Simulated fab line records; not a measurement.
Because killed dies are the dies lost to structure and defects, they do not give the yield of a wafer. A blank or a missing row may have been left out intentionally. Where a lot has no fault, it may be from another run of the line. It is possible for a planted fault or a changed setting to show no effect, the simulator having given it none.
fab line records ; flow n5_finfet
record: lots: 15; wafers: 45; last_day: 18
route steps=1938 shown BEOL_M5@1192 BEOL_M6@1194
lots with no fault: from the same line, run without faults
start_h: hours from the record's first day to the start of the lot's first wafer shown ; wait_h: hours elapsed since this lot's preceding step ; " as in the row above ; L1.1+2: several wafers, shown together as one row ; - no value present, or no start provided ; * or withheld: withheld ; < > ~ a bound
route shown NAME@n: a module of which the file shows steps, and the number in the route of the first ; usual: mean/standard deviation taken from wafers without a fault ; same: alike in all rows ; chamber/n: place in a boat ; sites: each site's reading ; _std_site: their standard deviation ; _edge_site: inner sites' mean taken away from outer sites' mean ; radius_mm: for every site, how far away it sits from the centre of the wafer ; mask NAME#n: copy n ; behind: the most recent tool/chamber to have shaped the wafer ; hold: what put the lot on hold/how long, in hours/how the hold closed ; device: transistor that didn't switch, given as n, p or np ; end of line: the tests these same wafers got at the end of their route ; step lacking rows: just its recipe ; killed: dies lost to structure and defects at the first sort, not the wafer's yield ; map: a wafer's dies, x killed, . not, _ none there
set.NAME: the run value of the setting; set.NAME@STEP: its run value at that earlier step ; model.NAME: the simulator's own value behind a step, which no gauge read
the route's steps for a sample of lots (tables are steps, rows are wafers)
services: when a tool's chamber went out of use (start_h, in hours from the record's first day, below 0 if earlier), for how many hours, and the reason
== steps ==
step: N5_BEOL_M5_RS_MEAS_57
recipe: thk_meas_gauge: four-point-probe; reads: Co_of_BEOL_M5_CO_CAP_78+Cu_of_BEOL_M5_ECD_50+Co_of_BEOL_M5_CVD_47+TaN_of_BEOL_M5_ALD_86
usual: M5_RS: 0.386/0.011
lot.wafer;tool;chamber;start_h;wait_h;M5_RS[ohm/sq]
L421.2;film_metro-01;-;192.68;0.1;0.382
L421.4;film_metro-01;-;192.68;0.1;0.389
L421.6;film_metro-01;-;192.68;0.1;0.380
L420.2;film_metro-02;-;197.88;0.1;0.381
L420.3;film_metro-02;-;197.88;0.1;0.377
L420.4;film_metro-02;-;197.88;0.1;0.388
L424.1;film_metro-01;-;225.79;0.0;0.388
L424.4;film_metro-01;-;225.79;0.0;0.393
L424.6;film_metro-01;-;225.79;0.0;0.398
L425.1;film_metro-01;-;228.70;0.0;0.411
L425.3;film_metro-01;-;228.70;0.0;0.404
L425.4;film_metro-01;-;228.70;0.0;0.398
L426.2;film_metro-01;-;244.87;0.1;0.373
L426.4;film_metro-01;-;244.87;0.1;0.385
L426.6;film_metro-01;-;244.87;0.1;0.378
L428.2;film_metro-01;-;247.24;0.1;0.376
L428.4;film_metro-01;-;247.24;0.1;0.384
L428.5;film_metro-01;-;247.24;0.1;0.371
L431.4;film_metro-01;-;273.78;0.0;0.395
L431.5;film_metro-01;-;273.78;0.0;0.388
L431.6;film_metro-01;-;273.78;0.0;0.392
L432.4;film_metro-02;-;275.39;0.1;0.363
L432.5;film_metro-02;-;275.39;0.1;0.372
L432.6;film_metro-02;-;275.39;0.1;0.388
L433.1;film_metro-01;-;283.33;0.0;0.398
L433.2;film_metro-01;-;283.33;0.0;0.398
L433.6;film_metro-01;-;283.33;0.0;0.383
L434.1;film_metro-02;-;292.78;0.1;0.396
L434.3;film_metro-02;-;292.78;0.1;0.397
L434.5;film_metro-02;-;292.78;0.1;0.403
L438.1;film_metro-01;-;297.92;0.1;0.391
L438.3;film_metro-01;-;297.92;0.1;0.382
L438.5;film_metro-01;-;297.92;0.1;0.379
L441.1;film_metro-02;-;307.47;0.0;0.388
L441.3;film_metro-02;-;307.47;0.0;0.390
L441.5;film_metro-02;-;307.47;0.0;0.398
L439.1;film_metro-02;-;308.56;0.0;0.372
L439.2;film_metro-02;-;308.56;0.0;0.378
L439.5;film_metro-02;-;308.56;0.0;0.370
L440.3;film_metro-01;-;325.89;0.1;0.397
L440.5;film_metro-01;-;325.89;0.1;0.376
L440.6;film_metro-01;-;325.89;0.1;0.365
L442.2;film_metro-01;-;339.72;0.1;0.381
L442.3;film_metro-01;-;339.72;0.1;0.380
L442.4;film_metro-01;-;339.72;0.1;0.376
step: N5_BEOL_M6_ILD_DEP_00
recipe: material: SiCOH_lowk; target_thk_a: 1797.5; temp_c: 300; precursor: DEMS/porogen; pressure_torr: 5; rf_w: 500; time_s: 33.4
usual: heater_power_outer_w: 141/30; heater_power_w: 303/38; showerhead_plenum_p_Torr: 5.741/0.019; throttle_valve_pct: 13.6/0.64
lot.wafer;tool;chamber;start_h;wait_h;heater_power_outer_w;heater_power_w;showerhead_plenum_p_Torr;throttle_valve_pct
L421.2;pecvd-04;0;192.74;0.0;121;270;5.749;13.6
L421.4;pecvd-04;2;192.74;0.0;130;273;5.770;13.6
L421.6;pecvd-04;1;192.74;0.0;100;271;5.745;13.4
L420.2;pecvd-04;0;197.94;0.0;115;269;5.744;13.5
L420.3;pecvd-04;2;197.94;0.0;120;268;5.761;13.8
L420.4;pecvd-04;2;197.94;0.0;126;274;5.754;13.6
L424.1;pecvd-04;1;225.85;0.0;114;287;5.721;13.4
L424.4;pecvd-04;1;225.85;0.0;118;293;5.736;13.7
L424.6;pecvd-04;0;225.85;0.0;113;263;5.746;13.4
L425.1;pecvd-02;0;228.76;0.0;162;321;5.762;13.6
L425.3;pecvd-02;1;228.76;0.0;196;356;5.731;14.9
L425.4;pecvd-02;0;228.76;0.0;161;329;5.764;13.7
L426.2;pecvd-04;2;244.93;0.0;155;310;5.774;13.5
L426.4;pecvd-04;2;244.93;0.0;157;313;5.766;13.6
L426.6;pecvd-04;1;244.93;0.0;138;313;5.744;13.9
L428.2;pecvd-02;2;247.30;0.0;178;348;5.735;11.9
L428.4;pecvd-02;1;247.30;0.0;185;340;5.695;15.0
L428.5;pecvd-02;2;247.30;0.0;183;360;5.747;12.3
L431.4;pecvd-03;0;273.86;0.1;128;306;5.764;13.7
L431.5;pecvd-03;2;273.86;0.1;130;274;5.730;13.2
L431.6;pecvd-03;1;273.86;0.1;155;331;5.728;13.8
L432.4;pecvd-02;0;275.47;0.1;175;338;5.760;13.5
L432.5;pecvd-02;1;275.47;0.1;170;335;5.703;15.0
L432.6;pecvd-02;2;275.47;0.1;179;344;5.741;12.5
L433.1;pecvd-03;0;283.40;0.0;157;349;5.760;13.7
L433.2;pecvd-03;2;283.40;0.0;96;226;5.727;13.0
L433.6;pecvd-03;1;283.40;0.0;169;339;5.732;14.0
L434.1;pecvd-02;1;292.85;0.0;167;311;5.707;15.0
L434.3;pecvd-02;2;292.85;0.0;188;359;5.738;12.1
L434.5;pecvd-02;1;292.85;0.0;165;331;5.703;15.0
L438.1;pecvd-04;2;297.98;0.0;133;288;5.776;13.6
L438.3;pecvd-04;0;297.98;0.0;77;235;5.753;12.4
L438.5;pecvd-04;0;297.98;0.0;85;230;5.757;12.4
L441.1;pecvd-02;1;307.53;0.0;174;328;5.707;14.9
L441.3;pecvd-02;2;307.53;0.0;210;389;5.744;12.1
L441.5;pecvd-02;2;307.53;0.0;208;386;5.727;12.1
L439.1;pecvd-04;2;308.62;0.0;163;321;5.772;13.7
L439.2;pecvd-04;1;308.62;0.0;114;289;5.717;13.7
L439.5;pecvd-04;1;308.62;0.0;114;298;5.734;13.9
L440.3;pecvd-03;2;325.95;0.0;121;251;5.743;13.3
L440.5;pecvd-03;2;325.95;0.0;119;262;5.734;13.2
L440.6;pecvd-03;0;325.95;0.0;162;361;5.762;13.5
L442.2;pecvd-04;2;339.78;0.0;144;296;5.763;13.8
L442.3;pecvd-04;0;339.78;0.0;77;233;5.743;12.5
L442.4;pecvd-04;2;339.78;0.0;148;301;5.747;13.7
step: N5_BEOL_M6_CURE_74
recipe: temp_c: 385; time_s: 240; ambient: He/Ar; material: SiCOH_lowk
usual: lamp_power_pct: 52.31/0.053; wafer_temp_C_max: 386.7/0.49
lot.wafer;tool;chamber;start_h;wait_h;lamp_power_pct;wafer_temp_C_max
L421.2;uv_cure-02;1;192.97;0.2;52.28;386.6
L421.4;uv_cure-02;1;192.97;0.2;52.38;386.3
L421.6;uv_cure-02;1;192.97;0.2;52.33;386.5
L420.2;uv_cure-03;1;198.09;0.1;52.42;386.2
L420.3;uv_cure-03;1;198.09;0.1;52.38;386.5
L420.4;uv_cure-03;1;198.09;0.1;52.36;386.3
L424.1;uv_cure-02;1;225.94;0.1;52.39;386.7
L424.4;uv_cure-02;1;225.94;0.1;52.30;386.7
L424.6;uv_cure-02;1;225.94;0.1;52.28;386.4
L425.1;uv_cure-01;1;228.85;0.1;52.40;387.2
L425.3;uv_cure-01;1;228.85;0.1;52.33;387.9
L425.4;uv_cure-01;1;228.85;0.1;52.29;387.8
L426.2;uv_cure-03;0;245.11;0.2;52.27;387.0
L426.4;uv_cure-03;0;245.11;0.2;52.30;387.1
L426.6;uv_cure-03;0;245.11;0.2;52.25;386.7
L428.2;uv_cure-02;0;247.44;0.1;52.32;387.0
L428.4;uv_cure-02;0;247.44;0.1;52.25;386.9
L428.5;uv_cure-02;0;247.44;0.1;52.26;387.2
L431.4;uv_cure-03;0;274.14;0.3;52.40;386.2
L431.5;uv_cure-03;0;274.14;0.3;52.31;386.8
L431.6;uv_cure-03;0;274.14;0.3;52.28;386.1
L432.4;uv_cure-02;1;275.75;0.3;52.34;386.6
L432.5;uv_cure-02;1;275.75;0.3;52.15;386.3
L432.6;uv_cure-02;1;275.75;0.3;52.30;386.6
L433.1;uv_cure-01;2;283.46;0.0;52.28;386.3
L433.2;uv_cure-01;2;283.46;0.0;52.29;385.9
L433.6;uv_cure-01;2;283.46;0.0;52.29;386.1
L434.1;uv_cure-02;1;292.91;0.0;52.42;386.2
L434.3;uv_cure-02;1;292.91;0.0;52.27;386.6
L434.5;uv_cure-02;1;292.91;0.0;52.38;386.7
L438.1;uv_cure-01;1;298.05;0.0;52.26;387.4
L438.3;uv_cure-01;1;298.05;0.0;52.32;387.4
L438.5;uv_cure-01;1;298.05;0.0;52.38;387.3
L441.1;uv_cure-02;2;307.59;0.0;52.35;386.3
L441.3;uv_cure-02;2;307.59;0.0;52.32;386.8
L441.5;uv_cure-02;2;307.59;0.0;52.30;386.8
L439.1;uv_cure-02;0;308.69;0.0;52.28;387.0
L439.2;uv_cure-02;0;308.69;0.0;52.29;387.3
L439.5;uv_cure-02;0;308.69;0.0;52.33;386.8
L440.3;uv_cure-03;1;326.17;0.2;52.34;386.8
L440.5;uv_cure-03;1;326.17;0.2;52.29;386.4
L440.6;uv_cure-03;1;326.17;0.2;52.33;386.7
L442.2;uv_cure-03;0;339.93;0.1;52.35;386.7
L442.3;uv_cure-03;0;339.93;0.1;52.25;386.4
L442.4;uv_cure-03;0;339.93;0.1;52.32;386.7
step: N5_BEOL_M6_HM_OPEN_17
recipe: chemistry: Cl2/BCl3; target_depth_a: 200; overetch_a: 60; target: TiN; mask_material: SOC; ion_energy_ev: 150; pressure_mtorr: 10; icp_w: 1000; bias_w: 126; Cl2_flow_sccm: 53.25; bcl3_flow_sccm: 21.75; Ar_flow_sccm: 25
usual: bcl3_flow_sccm: 21.75/0.063; bias_w: 126.0/0.37; drypump_motor_current_A: 5.9/0.42; he_backside_leak_sccm: 3.43/0.3; oes_product_au: 0.60/0.084; throttle_valve_pct: 22.24/0.26
lot.wafer;tool;chamber;start_h;wait_h;bcl3_flow_sccm;bias_w;drypump_motor_current_A;he_backside_leak_sccm;oes_product_au;rf_hours_counter_h;throttle_valve_pct
L421.2;rie_metal-02;0;196.83;0.0;21.80;125.3;5.5;3.75;0.59;88;22.40
L421.4;rie_metal-02;0;196.83;0.0;21.82;125.8;5.5;3.71;0.59;-;22.38
L421.6;rie_metal-02;1;196.83;0.0;21.76;125.7;6.1;3.66;0.52;-;22.23
L420.2;rie_metal-02;1;199.54;0.0;21.74;126.3;6.1;3.42;0.51;119;22.25
L420.3;rie_metal-02;0;199.54;0.0;21.83;126.6;5.5;3.50;0.58;-;22.39
L420.4;rie_metal-02;1;199.54;0.0;21.60;126.0;6.1;3.80;0.52;-;22.24
L424.1;rie_metal-02;1;227.96;0.0;21.81;126.6;6.1;3.49;0.51;121;22.25
L424.4;rie_metal-02;0;227.96;0.0;21.69;125.8;5.5;3.40;0.58;-;22.40
L424.6;rie_metal-02;1;227.96;0.0;21.74;126.1;6.0;3.89;0.52;-;22.23
L425.1;rie_metal-03;0;231.51;0.0;21.67;126.0;6.6;3.47;0.55;110;22.10
L425.3;rie_metal-03;1;231.51;0.0;21.82;126.0;5.6;3.15;0.63;-;22.51
L425.4;rie_metal-03;0;231.51;0.0;21.75;125.9;6.6;3.45;0.54;-;22.08
L426.2;rie_metal-03;1;246.84;0.0;21.76;126.3;5.6;3.19;0.63;62;22.52
L426.4;rie_metal-03;0;246.84;0.0;21.69;126.1;6.6;3.22;0.56;-;22.06
L426.6;rie_metal-03;0;246.84;0.0;21.74;125.4;6.6;3.18;0.55;-;22.06
L428.2;rie_metal-03;1;250.20;0.0;21.80;125.9;5.6;3.13;0.61;62;22.54
L428.4;rie_metal-03;0;250.20;0.0;21.85;126.0;6.6;3.39;0.54;-;22.12
L428.5;rie_metal-03;1;250.20;0.0;21.85;126.1;5.6;3.16;0.62;-;22.53
L431.4;rie_metal-03;0;275.41;0.1;-;-;-;-;-;-;-
L431.5;rie_metal-03;1;275.41;0.1;-;-;-;-;-;-;-
L431.6;rie_metal-03;0;275.41;0.1;-;-;-;-;-;-;-
L432.4;rie_metal-03;0;278.44;0.1;-;-;-;-;-;-;-
L432.5;rie_metal-03;0;278.44;0.1;-;-;-;-;-;-;-
L432.6;rie_metal-03;1;278.44;0.1;-;-;-;-;-;-;-
L433.1;rie_metal-01;0;286.18;0.0;-;-;-;-;-;-;-
L433.2;rie_metal-01;0;286.18;0.0;-;-;-;-;-;-;-
L433.6;rie_metal-01;0;286.18;0.0;-;-;-;-;-;-;-
L434.1;rie_metal-03;1;298.06;0.0;21.88;125.4;5.6;3.14;0.61;68;22.54
L434.3;rie_metal-03;1;298.06;0.0;21.87;126.3;5.5;3.13;0.62;-;22.53
L434.5;rie_metal-03;1;298.06;0.0;21.91;125.8;5.6;3.13;0.61;-;22.53
L438.1;rie_metal-02;0;301.63;0.0;21.76;126.0;5.6;3.50;0.57;96;22.43
L438.3;rie_metal-02;0;301.63;0.0;21.73;125.7;5.5;3.93;0.57;-;22.44
L438.5;rie_metal-02;0;301.63;0.0;21.77;125.7;5.5;3.71;0.57;-;22.43
L441.1;rie_metal-01;1;309.18;0.0;21.67;126.0;6.5;3.43;0.83;1;21.64
L441.3;rie_metal-01;1;309.18;0.0;21.72;126.1;6.5;3.44;0.83;-;21.68
L441.5;rie_metal-01;0;309.18;0.0;21.76;126.1;5.9;3.05;0.65;-;21.89
L439.1;rie_metal-03;1;311.62;0.0;21.72;126.3;5.6;3.46;0.61;70;22.53
L439.2;rie_metal-03;0;311.62;0.0;21.73;126.5;6.6;2.97;0.86;0;21.79
L439.5;rie_metal-03;0;311.62;0.0;21.81;126.0;6.6;3.25;0.87;-;21.78
L440.3;rie_metal-02;0;328.87;0.1;21.79;126.2;5.5;3.46;0.56;-;22.43
L440.5;rie_metal-02;0;328.87;0.1;21.70;126.0;5.5;3.97;0.57;-;22.43
L440.6;rie_metal-02;0;328.87;0.1;21.85;126.5;5.5;3.69;0.56;-;22.42
L442.2;rie_metal-02;1;343.70;0.0;21.76;126.6;6.1;3.35;0.85;1;22.07
L442.3;rie_metal-02;0;343.70;0.0;21.89;126.2;5.5;3.45;0.56;-;22.43
L442.4;rie_metal-02;1;343.70;0.0;21.76;126.3;6.1;3.41;0.85;-;22.08
step: N5_BEOL_M6_CD_MEAS_18
recipe: pitch_nm: 80; target_cd_nm: 40
usual: cd_nm: 40.0/0.55
lot.wafer;tool;chamber;start_h;wait_h;cd_nm
L421.2;cd_sem-01;-;197.05;0.1;40.3
L421.4;cd_sem-01;-;197.05;0.1;39.1
L421.6;cd_sem-01;-;197.05;0.1;40.2
L420.2;cd_sem-03;-;199.73;0.1;39.5
L420.3;cd_sem-03;-;199.73;0.1;39.3
L420.4;cd_sem-03;-;199.73;0.1;39.1
L424.1;cd_sem-01;-;228.14;0.0;39.8
L424.4;cd_sem-01;-;228.14;0.0;40.0
L424.6;cd_sem-01;-;228.14;0.0;39.7
L425.1;cd_sem-02;-;231.69;0.0;39.0
L425.3;cd_sem-02;-;231.69;0.0;39.8
L425.4;cd_sem-02;-;231.69;0.0;40.0
L426.2;cd_sem-01;-;247.08;0.1;40.3
L426.4;cd_sem-01;-;247.08;0.1;40.5
L426.6;cd_sem-01;-;247.08;0.1;39.4
L428.2;cd_sem-02;-;250.38;0.1;40.5
L428.4;cd_sem-02;-;250.38;0.1;40.2
L428.5;cd_sem-02;-;250.38;0.1;40.5
L431.4;cd_sem-01;-;275.56;0.1;-
L431.5;cd_sem-01;-;275.56;0.1;-
L431.6;cd_sem-01;-;275.56;0.1;-
L432.4;cd_sem-01;-;278.71;0.0;-
L432.5;cd_sem-01;-;278.71;0.0;-
L432.6;cd_sem-01;-;278.71;0.0;-
L433.1;cd_sem-03;-;286.46;0.0;-
L433.2;cd_sem-03;-;286.46;0.0;-
L433.6;cd_sem-03;-;286.46;0.0;-
L434.1;cd_sem-02;-;298.39;0.0;39.8
L434.3;cd_sem-02;-;298.39;0.0;40.3
L434.5;cd_sem-02;-;298.39;0.0;40.0
L438.1;cd_sem-01;-;301.90;0.0;40.7
L438.3;cd_sem-01;-;301.90;0.0;39.6
L438.5;cd_sem-01;-;301.90;0.0;41.2
L441.1;cd_sem-01;-;309.36;0.0;40.6
L441.3;cd_sem-01;-;309.36;0.0;40.4
L441.5;cd_sem-01;-;309.36;0.0;40.5
L439.1;cd_sem-03;-;311.80;0.0;40.3
L439.2;cd_sem-03;-;311.80;0.0;40.2
L439.5;cd_sem-03;-;311.80;0.0;41.1
L440.3;cd_sem-03;-;329.18;0.1;39.5
L440.5;cd_sem-03;-;329.18;0.1;39.9
L440.6;cd_sem-03;-;329.18;0.1;40.1
L442.2;cd_sem-02;-;343.88;0.1;39.8
L442.3;cd_sem-02;-;343.88;0.1;40.0
L442.4;cd_sem-02;-;343.88;0.1;40.0
== services ==
tool;chamber;start_h;hours;kind
uv_cure-01;-;175.53;1.0;pm
pecvd-02;2;202.38;-;clean
rie_metal-01;-;212.16;2.8;pm
pecvd-04;0;217.28;2.1;scheduled_down
pecvd-04;2;225.36;2.1;scheduled_down
pecvd-04;0;238.16;8.0;repair
rie_metal-03;-;238.17;1.4;pm
pecvd-04;0;255.57;-;clean
pecvd-04;0;255.57;29.5;scheduled_down
pecvd-04;0;255.57;29.5;vent_cycle
uv_cure-02;-;261.14;1.0;pm
rie_metal-02;-;263.24;2.8;pm
pecvd-03;2;264.37;6.0;repair
rie_metal-01;1;275.41;2.2;repair
rie_metal-02;1;284.84;10.5;repair
uv_cure-03;-;287.07;5.5;repair
rie_metal-03;0;288.47;-;clean
rie_metal-03;0;288.47;21.2;scheduled_down
rie_metal-03;0;288.47;21.2;vent_cycle
rie_metal-02;1;295.38;-;clean
rie_metal-02;1;295.38;35.4;scheduled_down
rie_metal-02;1;295.38;35.4;vent_cycle
rie_metal-01;-;309.72;14.6;pm
uv_cure-03;-;310.81;2.1;pm
== key ==
first_sign: step: N5_BEOL_M6_HM_OPEN_17; reading: tool_record; direction: missing
effect: step: N5_BEOL_M6_CD_MEAS_18; reading: cd_nm; direction: missing
met_at N5_BEOL_M6_HM_OPEN_17
struck_lots L431,L432,L433
later_rows_left_out L431.4,L431.5,L431.6,L432.4,L432.5,L432.6,L433.1,L433.2,L433.6
sort_left_out L431.4,L431.5,L431.6,L432.4,L432.5,L432.6,L433.1,L433.2,L433.6
not_acting_at N5_BEOL_M5_RS_MEAS_57,N5_BEOL_M6_ILD_DEP_00,N5_BEOL_M6_CURE_74
onset_between 250.20 275.41
fault: kind: skipped_step_whole; tool: rie_metal-01,rie_metal-03; chamber: -; onset_h: 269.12; steps: N5_BEOL_M6_HM_OPEN_17; scope: struck_lots_only
sort_left_out: the simulated sort isn't trusted on such a fault, so these wafers' sort isn't shown, and their yield isn't known
later_rows_left_out: the simulator's readings of these wafers behind a module that went badly wrong aren't trusted and aren't shown, but for the sort
